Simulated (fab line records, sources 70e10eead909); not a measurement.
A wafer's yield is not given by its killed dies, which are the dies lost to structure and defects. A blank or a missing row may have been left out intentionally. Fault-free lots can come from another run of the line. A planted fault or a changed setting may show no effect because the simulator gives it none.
fab line records | flow nandHarc
record lots=11 | wafers=33 | lastDay=33
route steps=1302 shown P_STI@87 P_GATE@132
lots that met no fault: from a run of the same line without faults
startH: hours from the record's opening day to when the first of the lot's shown wafers began | waitH: hours from the lot's prior step to this one | " unchanged from the row above | L1.1+2: one row covering several wafers at once | - no value, or no start given | * or withheld: withheld | < > ~ a bound
route shown NAME@n: a module of which the file shows steps, and the number in the route of the first | usual: mean/standard deviation taken from wafers without a fault | same: alike in all rows | chamber/n: place in a boat | sites: readings site by site | _std_site: their standard deviation | _edge_site: mean of outer sites minus mean of inner sites | radiusMm: for every site, how far away it sits from the centre of the wafer | mask NAME#n: copy n | behind: tool/chamber where the wafer was last shaped | hold: what put the lot on hold/how long, in hours/how the hold closed | device: whichever transistor did not switch (one of n, p or np) | end of line: at the end of the route, the tests of the same wafers | a step given without rows: its recipe and nothing more | killed: not the wafer's yield, but the dies lost to structure and defects at the first sort | map: per-die view of a wafer (x killed, . not killed, _ where there is no die)
set.NAME: the setting that was run; set.NAME@STEP: the one run at that earlier step | model.NAME: the simulator's own value behind a step, which no gauge read
route steps across a sampled set of lots; one table per step, one row per wafer
services: the hour from which a tool's chamber was out of use, counted from the record's first day as startH (under 0 if before that day), plus the number of hours and why
## steps
# step NHARC_P_STI_DESCUM_14
# recipe timeS=3 | o2FlowSccm=200 | arFlowSccm=0 | biasPowerW=0 | chemistry=O2
# usual drypumpMotorCurrentA=5.93/0.25 | o2FlowSccm=200.0/0.64 | oesProductAu=0.995/0.013 | rfVppV=57.6/0.93 | showerheadPlenumPTorr=1.87/0.067 | throttleValvePct=11.311/0.0094
lot.wafer | tool       | chamber | startH | waitH | drypumpMotorCurrentA | o2FlowSccm | oesProductAu | rfHoursCounterH | rfVppV | showerheadPlenumPTorr | throttleValvePct
L118.1    | rieDiel-08 | 3       | 55.25  | -     | 5.49                 | 199.3      | 1.001        | 1.6             | 57.6   | 1.87                  | 11.286
L118.2    | "          | 1       | "      | "     | 5.86                 | 200.5      | 0.999        | 2.2             | 56.8   | 1.89                  | 11.319
L118.5    | "          | 3       | "      | "     | 5.47                 | 200.2      | 1.008        | -               | 56.9   | 1.87                  | 11.313
L120.2    | rieDiel-08 | 2       | 75.36  | -     | 6.26                 | 199.4      | 0.978        | 3.2             | 56.5   | 1.81                  | 11.298
L120.1    | "          | 3       | "      | "     | 5.50                 | 200.9      | 0.999        | 2.8             | 58.3   | 1.87                  | 11.309
L120.5    | "          | 2       | "      | "     | 6.23                 | 199.1      | 0.987        | -               | 56.3   | 1.81                  | 11.315
L122.3    | rieDiel-09 | 1       | 92.96  | -     | 5.65                 | 199.5      | 0.996        | 6.7             | 58.5   | 2.02                  | 11.323
L122.6    | "          | 1       | "      | "     | 5.69                 | 199.2      | 1.012        | -               | 59.5   | 2.02                  | 11.308
L122.4    | "          | 2       | "      | "     | 6.05                 | 199.8      | 0.999        | -               | 57.8   | 1.87                  | 11.313
L123.4    | rieDiel-08 | 2       | 105.03 | -     | 6.19                 | 199.9      | 0.974        | 4.4             | 56.7   | 1.81                  | 11.304
L123.2    | "          | 3       | "      | "     | 5.50                 | 200.8      | 0.998        | 4.3             | 56.8   | 1.86                  | 11.311
L123.5    | "          | 2       | "      | "     | 6.21                 | 200.3      | 0.973        | -               | 58.4   | 1.81                  | 11.309
L132.4    | rieDiel-03 | 3       | 192.62 | -     | 6.19                 | 199.1      | 0.980        | 7.5             | 57.8   | 1.92                  | 11.312
L132.2    | "          | 1       | "      | "     | 6.65                 | 199.9      | 0.998        | 6.4             | 57.2   | 1.95                  | 11.316
L132.5    | "          | 0       | "      | "     | 5.73                 | 199.6      | 0.988        | -               | 59.4   | 1.82                  | 11.303
L133.2    | rieDiel-09 | 3       | 204.48 | -     | 6.06                 | 199.5      | 0.989        | 2.8             | 56.8   | 1.85                  | 11.315
L133.1    | "          | 0       | "      | "     | 5.99                 | 201.0      | 1.004        | 2.8             | 57.2   | 1.80                  | 11.310
L133.3    | "          | 1       | "      | "     | 5.66                 | 200.5      | 0.993        | 2.9             | 58.7   | 2.02                  | 11.296
L134.3    | rieDiel-08 | 0       | 212.51 | -     | 5.91                 | 202.0      | 0.982        | 0.6             | 57.8   | 1.85                  | 11.302
L134.2    | "          | 1       | "      | "     | 5.85                 | 200.3      | 0.991        | 0.4             | 56.8   | 1.89                  | 11.320
L134.6    | "          | 0       | "      | "     | 5.93                 | 200.3      | 0.984        | -               | 59.3   | 1.85                  | 11.308
L135.3    | rieDiel-09 | 1       | 224.11 | -     | 5.67                 | 199.2      | 0.989        | 3.1             | 59.1   | 2.02                  | 11.294
L135.1    | "          | 3       | "      | "     | 6.08                 | 200.1      | 0.980        | 3.2             | 57.4   | 1.85                  | 11.317
L135.5    | "          | 2       | "      | "     | 6.04                 | 200.9      | 0.978        | -               | 55.8   | 1.86                  | 11.315
L136.3    | rieDiel-08 | 0       | 234.50 | -     | 5.92                 | 200.7      | 0.977        | 1.8             | 57.7   | 1.85                  | 11.312
L136.5    | "          | 1       | "      | "     | 5.86                 | 201.7      | 0.974        | -               | 57.0   | 1.89                  | 11.323
L136.6    | "          | 2       | "      | "     | 6.22                 | 200.8      | 0.979        | -               | 57.5   | 1.81                  | 11.304
L138.4    | rieDiel-09 | 1       | 253.70 | -     | 5.68                 | 200.2      | 1.008        | 4.9             | 58.8   | 2.02                  | 11.328
L138.1    | "          | 2       | "      | "     | 6.02                 | 200.6      | 0.979        | 4.2             | 57.2   | 1.86                  | 11.290
L138.5    | "          | 0       | "      | "     | 6.00                 | 200.1      | 0.993        | -               | 57.1   | 1.80                  | 11.311
L140.4    | rieDiel-08 | 3       | 274.43 | -     | 5.50                 | 201.2      | 0.989        | 3.6             | 57.5   | 1.86                  | 11.312
L140.3    | "          | 0       | "      | "     | 5.93                 | 200.5      | 0.983        | 3.9             | 57.7   | 1.85                  | 11.304
L140.1    | "          | 1       | "      | "     | 5.85                 | 200.3      | 0.985        | 3.5             | 57.9   | 1.89                  | 11.320
# step NHARC_P_GATE_DEP_103
# recipe targetThkA=300 | targetThkNm=30 | tempC=400 | flowSccm=200 | rfW=350 | material=SiON
# usual heaterPowerW=796/54
lot.wafer | tool     | chamber | startH | waitH | heaterPowerW | sinceWetCleanH
L118.2    | pecvd-04 | 0       | 103.93 | 0.5   | 840          | 2
L118.1    | "        | 2       | "      | "     | 753          | 2
L118.5    | "        | 1       | "      | "     | 755          | -
L120.1    | pecvd-03 | 2       | 124.85 | 0.6   | 805          | 108
L120.2    | "        | 1       | "      | "     | 730          | 108
L120.5    | "        | 2       | "      | "     | 838          | -
L122.3    | pecvd-02 | 1       | 143.53 | 0.3   | 829          | 85
L122.6    | "        | 1       | "      | "     | 822          | -
L122.4    | "        | 2       | "      | "     | 842          | -
L123.2    | pecvd-04 | 1       | 158.58 | 0.5   | 863          | 57
L123.4    | "        | 2       | "      | "     | 864          | -
L123.5    | "        | 0       | "      | "     | 809          | -
L132.2    | pecvd-02 | 0       | 243.99 | 0.5   | 724          | 4
L132.4    | "        | 1       | "      | "     | 767          | -
L132.5    | "        | 2       | "      | "     | 750          | -
L133.1    | pecvd-04 | 1       | 264.06 | 0.6   | 898          | 163
L133.3    | "        | 2       | "      | "     | 790          | 163
L133.2    | "        | 0       | "      | "     | 821          | 163
L134.2    | pecvd-03 | 1       | 266.52 | 0.4   | 835          | 69
L134.3    | "        | 2       | "      | "     | 815          | 69
L134.6    | "        | 1       | "      | "     | 831          | -
L135.1    | pecvd-02 | 2       | 276.38 | 0.7   | 794          | 36
L135.3    | "        | 1       | "      | "     | 816          | 36
L135.5    | "        | 2       | "      | "     | 802          | -
L136.3    | pecvd-03 | 2       | 286.23 | 0.4   | 853          | 88
L136.5    | "        | 1       | "      | "     | 811          | -
L136.6    | "        | 2       | "      | "     | 823          | -
L138.1    | pecvd-02 | 0       | 305.58 | 0.6   | 719          | 66
L138.4    | "        | 1       | "      | "     | 835          | -
L138.5    | "        | 0       | "      | "     | 724          | -
L140.3    | pecvd-03 | 2       | 327.96 | 0.3   | 847          | 130
L140.1    | "        | 0       | "      | "     | 829          | 130
L140.4    | "        | 2       | "      | "     | 848          | -
# step NHARC_P_GATE_ETCH_32
# recipe targetDepthA=1500 | overEtchFrac=1 | overEtchIonEnergyEv=40 | timeS=100.1 | hbrFlowSccm=150 | cl2FlowSccm=50 | rfW=400 | icpW=400 | biasW=100 | chemistry=HBr/Cl2
# usual drypumpMotorCurrentA=5.6/0.37 | mfcCl2Sccm=50.00/0.14 | oesProductAu=0.999/0.013 | overEtchFrac=1/0 | throttleValvePct=26.407/0.0095
lot.wafer | tool     | chamber | startH | waitH | drypumpMotorCurrentA | mfcCl2Sccm | oesProductAu | overEtchFrac | rfHoursCounterH | throttleValvePct
L118.1    | rieSi-04 | 1       | 105.26 | -     | 6.1                  | 50.16      | 0.988        | 1            | 0.7             | 26.407
L118.2    | "        | 2       | "      | "     | 5.6                  | 50.21      | 1.002        | 1            | 0.6             | 26.410
L118.5    | "        | 2       | "      | "     | 5.6                  | 50.15      | 1.004        | 1            | -               | 26.427
L120.2    | rieSi-05 | 0       | 126.20 | -     | 4.9                  | 50.10      | 0.975        | 1            | 1.0             | 26.409
L120.1    | "        | 1       | "      | "     | 5.8                  | 50.11      | 0.979        | 1            | 0.8             | 26.399
L120.5    | "        | 2       | "      | "     | 6.4                  | 49.70      | 0.968        | 1            | -               | 26.405
L122.3    | rieSi-04 | 1       | 144.88 | -     | 6.1                  | 49.94      | 1.005        | 1.7965       | 1.0             | 26.418
L122.4    | "        | 2       | "      | "     | 5.6                  | 50.04      | 1.000        | 1            | 0.9             | 26.407
L122.6    | "        | 3       | "      | "     | 5.5                  | 50.29      | 1.005        | 1            | -               | 26.405
L123.2    | rieSi-04 | 1       | 159.90 | -     | 6.1                  | 50.11      | 0.998        | 1.7965       | 1.1             | 26.407
L123.4    | "        | 2       | "      | "     | 5.6                  | 49.88      | 0.992        | 1            | 0.9             | 26.399
L123.5    | "        | 1       | "      | "     | 6.1                  | 50.05      | 1.002        | 1.7965       | -               | 26.394
L132.4    | rieSi-04 | 2       | 245.29 | -     | 5.6                  | 49.80      | 0.984        | 1            | 0.4             | 26.395
L132.2    | "        | 3       | "      | "     | 5.6                  | 49.97      | 1.007        | 1            | 0.5             | 26.406
L132.5    | "        | 0       | "      | "     | 5.8                  | 49.95      | 0.984        | 1            | -               | 26.388
L133.3    | rieSi-04 | 0       | 265.26 | -     | 5.8                  | 49.94      | 0.965        | 1            | 0.6             | 26.421
L133.1    | "        | 2       | "      | "     | 5.6                  | 50.05      | 1.001        | 1            | 0.6             | 26.408
L133.2    | "        | 3       | "      | "     | 5.6                  | 49.81      | 0.994        | 1            | 0.6             | 26.400
L134.2    | rieSi-02 | 3       | 267.72 | -     | 5.1                  | 49.77      | 1.016        | 1            | 0.9             | 26.429
L134.3    | "        | 0       | "      | "     | 5.2                  | 49.93      | 0.999        | 1            | 0.8             | 26.416
L134.6    | "        | 0       | "      | "     | 5.2                  | 49.84      | 1.002        | 1            | -               | 26.402
L135.3    | rieSi-05 | 3       | 277.58 | -     | 5.5                  | 50.05      | 0.999        | 1            | 0.9             | 26.400
L135.1    | "        | 2       | "      | "     | 6.4                  | 49.88      | 0.977        | 1            | 0.7             | 26.396
L135.5    | "        | 0       | "      | "     | 5.0                  | 50.19      | 1.015        | 1            | -               | 26.401
L136.3    | rieSi-04 | 1       | 287.50 | -     | 6.1                  | 49.93      | 1.012        | 1            | 0.8             | 26.401
L136.5    | "        | 1       | "      | "     | 6.1                  | 50.14      | 0.996        | 1            | -               | 26.409
L136.6    | "        | 2       | "      | "     | 5.6                  | 50.11      | 1.005        | 1            | -               | 26.396
L138.4    | rieSi-04 | 2       | 306.83 | -     | 5.6                  | 49.91      | 1.008        | 1            | 0.9             | 26.413
L138.1    | "        | 0       | "      | "     | 5.8                  | 50.07      | 0.980        | 1            | 0.9             | 26.412
L138.5    | "        | 1       | "      | "     | 6.1                  | 49.93      | 1.007        | 1            | -               | 26.389
L140.1    | rieSi-04 | 1       | 329.16 | -     | 6.1                  | 50.26      | 1.009        | 1            | 1.1             | 26.422
L140.4    | "        | 2       | "      | "     | 5.6                  | 49.98      | 1.000        | 1            | 1.1             | 26.404
L140.3    | "        | 0       | "      | "     | 5.8                  | 50.09      | 0.977        | 1            | 1.0             | 26.406
# step NHARC_P_GATE_DESCUM_61
# recipe timeS=3 | o2FlowSccm=200 | arFlowSccm=0 | biasPowerW=0 | chemistry=O2
# usual drypumpMotorCurrentA=5.7/0.45 | o2FlowSccm=200.0/0.55 | oesProductAu=1.001/0.014 | rfVppV=58.0/0.93 | showerheadPlenumPTorr=1.90/0.061 | throttleValvePct=11.312/0.0094
lot.wafer | tool       | chamber | startH | waitH | drypumpMotorCurrentA | o2FlowSccm | oesProductAu | rfHoursCounterH | rfVppV | showerheadPlenumPTorr | throttleValvePct
L118.2    | rieDiel-10 | 3       | 118.45 | -     | 6.4                  | 199.9      | 1.016        | 2.0             | 57.9   | 1.96                  | 11.299
L118.1    | "          | 0       | "      | "     | 5.8                  | 200.1      | 1.015        | 1.9             | 57.6   | 1.95                  | 11.301
L118.5    | "          | 2       | "      | "     | 5.3                  | 200.2      | 0.983        | -               | 57.0   | 1.89                  | 11.300
L120.2    | rieDiel-12 | 0       | 141.55 | -     | 6.0                  | 199.0      | 1.002        | 3.5             | 58.4   | 1.87                  | 11.303
L120.1    | "          | 1       | "      | "     | 5.8                  | 199.0      | 0.997        | 2.7             | 59.1   | 1.86                  | 11.314
L120.5    | "          | 1       | "      | "     | 5.8                  | 198.7      | 0.998        | -               | 57.0   | 1.86                  | 11.297
L122.3    | rieDiel-10 | 3       | 158.30 | -     | 6.4                  | 199.8      | 1.016        | 2.8             | 57.1   | 1.96                  | 11.323
L122.4    | "          | 1       | "      | "     | 5.7                  | 199.7      | 0.985        | 2.4             | 56.7   | 1.80                  | 11.313
L122.6    | "          | 3       | "      | "     | 6.4                  | 199.4      | 1.013        | -               | 58.1   | 1.96                  | 11.318
L123.2    | rieDiel-10 | 1       | 175.31 | -     | 5.7                  | 199.8      | 0.981        | 5.2             | 57.1   | 1.80                  | 11.311
L123.5    | "          | 2       | "      | "     | 5.2                  | 199.4      | 0.981        | -               | 57.6   | 1.89                  | 11.308
L123.4    | "          | 3       | "      | "     | 6.4                  | 199.6      | 1.018        | -               | 60.1   | 1.96                  | 11.328
L132.4    | rieDiel-10 | 1       | 258.67 | -     | 5.7                  | 200.5      | 1.003        | 0.0             | 57.2   | 1.80                  | 11.311
L132.2    | "          | 2       | "      | "     | 5.2                  | 199.2      | 1.000        | 0.0             | 58.0   | 1.89                  | 11.313
L132.5    | "          | 3       | "      | "     | 6.4                  | 200.4      | 1.017        | -               | 57.7   | 1.96                  | 11.303
L133.3    | rieDiel-12 | 0       | 278.69 | -     | 6.0                  | 200.0      | 0.989        | 0.0             | 57.4   | 1.86                  | 11.312
L133.2    | "          | 1       | "      | "     | 5.8                  | 198.9      | 1.031        | 0.0             | 59.3   | 1.86                  | 11.331
L133.1    | "          | 2       | "      | "     | 5.6                  | 200.2      | 1.005        | 0.0             | 58.0   | 1.89                  | 11.329
L134.3    | rieDiel-10 | 1       | 280.99 | -     | 5.7                  | 200.9      | 1.001        | 1.3             | 56.8   | 1.80                  | 11.306
L134.2    | "          | 2       | "      | "     | 5.2                  | 200.3      | 1.000        | 1.9             | 58.4   | 1.89                  | 11.306
L134.6    | "          | 2       | "      | "     | 5.2                  | 199.9      | 1.002        | -               | 58.5   | 1.89                  | 11.327
L135.3    | rieDiel-04 | 3       | 290.66 | -     | 5.9                  | 199.5      | 1.013        | 5.8             | 57.7   | 1.97                  | 11.316
L135.1    | "          | 1       | "      | "     | 6.1                  | 200.2      | 0.997        | 5.5             | 57.5   | 2.00                  | 11.323
L135.5    | "          | 3       | "      | "     | 5.9                  | 199.9      | 1.008        | -               | 58.1   | 1.97                  | 11.316
L136.3    | rieDiel-12 | 3       | 300.57 | -     | 5.1                  | 200.6      | 0.973        | 1.3             | 59.4   | 1.98                  | 11.306
L136.6    | "          | 1       | "      | "     | 5.8                  | 200.5      | 1.027        | -               | 58.4   | 1.86                  | 11.308
L136.5    | "          | 2       | "      | "     | 5.6                  | 200.9      | 0.992        | -               | 57.3   | 1.89                  | 11.320
L138.4    | rieDiel-04 | 3       | 319.92 | -     | 5.9                  | 199.9      | 0.994        | 8.2             | 58.1   | 1.96                  | 11.307
L138.1    | "          | 0       | "      | "     | 5.7                  | 199.7      | 0.987        | 7.5             | 58.5   | 1.90                  | 11.305
L138.5    | "          | 3       | "      | "     | 5.9                  | 199.0      | 1.001        | -               | 57.6   | 1.96                  | 11.300
L140.1    | rieDiel-04 | 3       | 342.39 | -     | 5.9                  | 200.0      | 1.002        | 9.7             | 58.1   | 1.96                  | 11.320
L140.3    | "          | 0       | "      | "     | 5.7                  | 199.3      | 1.012        | 8.9             | 57.9   | 1.90                  | 11.310
L140.4    | "          | 3       | "      | "     | 5.9                  | 200.0      | 0.995        | -               | 59.2   | 1.96                  | 11.308
## services
tool       | chamber | startH | hours | kind
pecvd-02   | -       | 46.00  | 13.0  | pm
rieSi-04   | 1       | 49.74  | 8.6   | repair
rieDiel-08 | 2       | 60.25  | 4.3   | repair
rieDiel-10 | -       | 65.50  | 9.0   | pm
pecvd-02   | -       | 74.50  | 1.0   | repair
rieDiel-10 | 1       | 78.77  | 3.3   | repair
rieDiel-09 | 0       | 90.63  | 2.4   | repair
rieDiel-09 | 1       | 101.01 | 3.8   | repair
pecvd-02   | 0       | 106.69 | 16.7  | repair
rieDiel-08 | 1       | 109.45 | 2.5   | repair
rieDiel-09 | -       | 143.10 | 9.0   | pm
rieDiel-10 | 0       | 144.11 | 3.7   | repair
pecvd-02   | -       | 159.09 | 4.6   | repair
rieSi-04   | -       | 165.00 | 9.0   | pm
rieDiel-10 | 0       | 172.89 | 3.9   | repair
rieDiel-10 | 1       | 186.70 | 1.3   | repair
rieDiel-08 | -       | 190.85 | 9.0   | pm
rieSi-04   | -       | 206.19 | 0.3   | repair
rieDiel-10 | -       | 242.50 | 9.0   | pm
rieSi-04   | 2       | 280.39 | 1.5   | repair
rieDiel-10 | -       | 290.26 | 1.4   | repair
rieSi-04   | 1       | 300.95 | 1.1   | repair
rieSi-04   | 1       | 330.94 | 6.4   | repair
rieSi-04   | -       | 342.00 | 9.0   | pm
## key
firstSign step=NHARC_P_GATE_ETCH_32 | reading=overEtchFrac | direction=up | sigmas=99+ | usual=1 | struck=1.7965
effect none on later readings
metAt NHARC_P_GATE_ETCH_32
struckLots L122,L123
struckWafers L122.3,L123.2,L123.5
testerLeftOut L122,L123
notActingAt NHARC_P_STI_DESCUM_14,NHARC_P_GATE_DEP_103,NHARC_P_GATE_DESCUM_61
onsetBetween 105.26 144.88
fault kind=processParameterDrift | tool=rieSi-04 | chamber=1 | onsetH=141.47 | steps=NHARC_P_GATE_ETCH_32 | channel=overEtchFrac | offset=0.79651 | shape=step | endH=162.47 | stated=1
# testerLeftOut: of these lots the tester's yield and bins aren't shown, on N5 and GAA mostly nor the transistor test; their killed dies are dies lost to structure and defects alone, not to doping, threshold or leakage, so they don't give the yield
